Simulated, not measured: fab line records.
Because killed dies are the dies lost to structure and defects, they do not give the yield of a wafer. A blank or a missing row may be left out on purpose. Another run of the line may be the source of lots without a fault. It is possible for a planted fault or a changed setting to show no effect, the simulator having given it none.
A lot that was struck, set against a sound lot | flow n5 finfet | 17 out of 1938 route steps
Sound: the wafers L432.1, L432.2, L432.5. Struck: wafer L437.5. (L437.2, L437.3 of the same lot were not struck and are left out.) The cause comes at the end.
For every step that has rows: the tool of each side, followed by ch and its chambers, followed by its first start. Under that, the readings that differ: sound wafers | struck wafers | difference of the means | sigmas: that difference in standard deviations of wafers without a fault.
alike: readings with means less than 2 such deviations apart, plus words and numbers identical on both sides. not compared: withheld readings, readings lacking a value on some wafer, bounds such as >300 that could conceal the same value, and numbers that have no deviation in the record and whose values overlap.
Wherever a step has rows on one side only, a row that says differs or no value, or a row with sigmas, the two part there. Non-overlapping numbers with no deviation appear without sigmas and do not part them. A reading missing from all wafers of one side parts the sides only when that side holds two or more wafers.

first, 2 steps without rows for these wafers: N5_BEOL_M0_DEGAS_112 (time 60 s); N5_BEOL_M0_PRE_CLEAN_113 (time 30 s).
N5_BEOL_M0_ALD_136: deposits TaN, pulse time 2 s, purge time 3 s, co reactant purge time 2 s.
  sound on ald metal-03 ch 0,1, day 6 16:23; struck on ald metal-01 ch 3, day 8 01:11
  reading            | sound       | struck | difference | sigmas
  heater power w (W) | 478 416 396 | 553    | +123       | +2
  not compared: since wet clean h
then, 3 steps without rows for these wafers: N5_BEOL_M0_SURFACE_TREAT_137; N5_BEOL_M0_CVD_115 (deposits Co from CCTBA/H2, time 120 s); N5_BEOL_M0_SPUTTER_116 (material Cu, target thk 4 nm, time 7.37 s).
N5_BEOL_M0_ANNEAL_117: time 60 s.
  struck on pvd sputter-03, day 8 01:53; sound on pvd sputter-01, day 6 18:39
  alike: heater power w
then, 1 step without rows for these wafers: N5_BEOL_M0_SPUTTER_132 (material Cu, target thk 4 nm, time 7.37 s).
N5_BEOL_M0_ANNEAL_133: time 60 s.
  struck on pvd sputter-03, day 8 02:01; sound on pvd sputter-01, day 6 18:46
  alike: heater power w
N5_BEOL_M0_SPUTTER_134: material Cu, target thk 4 nm, time 7.37 s.
  struck on pvd sputter-03, day 8 02:03; sound on pvd sputter-01, day 6 18:49
  reading                 | sound             | struck | difference | sigmas
  chuck sensor temp C (C) | -15.4 -14.8 -15.0 | -17.0  | -1.9       | -3
  throttle valve pct (%)  | 29.3 31.2 29.3    | 32.9   | +3.0       | +2
  alike: chuck gas flow sccm
then, 1 step without rows for these wafers: N5_BEOL_M0_ANNEAL_135 (time 60 s).
N5_BEOL_M0_SPUTTER_141: material Cu, target thk 4 nm, time 7.37 s.
  struck on pvd sputter-03, day 8 02:10; sound on pvd sputter-01, day 6 18:56
  reading                 | sound             | struck | difference | sigmas
  chuck sensor temp C (C) | -15.5 -14.8 -15.2 | -16.9  | -1.7       | -3
  throttle valve pct (%)  | 29.2 30.9 29.0    | 32.8   | +3.1       | +2
  alike: chuck gas flow sccm
N5_BEOL_M0_ECD_118: material Cu, target thk 300 nm.
  sound on ecd cu-01 ch 0,1, day 6 19:02; struck on ecd cu-01 ch 1, day 8 02:17
  reading                                 | sound             | struck | difference | sigmas
  model.Cu_of_BEOL_M0_ECD_118.thk nm (nm) | 300.6 298.8 297.4 | 88.2   | -210.7     |
then, 1 step without rows for these wafers: N5_BEOL_M0_ANNEAL_119 (time 90 s).
N5_BEOL_M0_CMP_120: polishes, stops on SiOC, t overpolish 6.9 s.
  sound on cmp-02 ch 2,3, day 6 19:25; struck on cmp-04 ch 2, day 8 02:42
  reading                | sound    | struck | difference | sigmas
  time to endpoint s (s) | 74 62 73 | 20     | -50        | -11
  alike: motor current A, slurry filter dp kPa, slurry flow ml min
-- record jumps: 2 days separate the struck wafers' starts on either side; left off in module BEOL_M0, taken up again in module BEOL_M4, whose first shown step is the route's number 1111 --
N5_BEOL_M4_RC_MEAS_101:
  sound on prober-02 ch 0, day 8 13:56; struck on prober-02 ch 0, day 10 06:17
  alike: DIBL_N, DIBL_P, IOFF_N, IOFF_P, ION_N, ION_P, SS_N, SS_P, VT_N, VT_P
N5_PASSIVATION_PROBE_49:
  the record holds rows for the sound wafers here (prober-01, day 12 23:37) but none for the struck ones

## WHERE THEY PART
First at N5_BEOL_M0_ALD_136; last, within this record, at N5_PASSIVATION_PROBE_49.

WHY: what the simulator had put in
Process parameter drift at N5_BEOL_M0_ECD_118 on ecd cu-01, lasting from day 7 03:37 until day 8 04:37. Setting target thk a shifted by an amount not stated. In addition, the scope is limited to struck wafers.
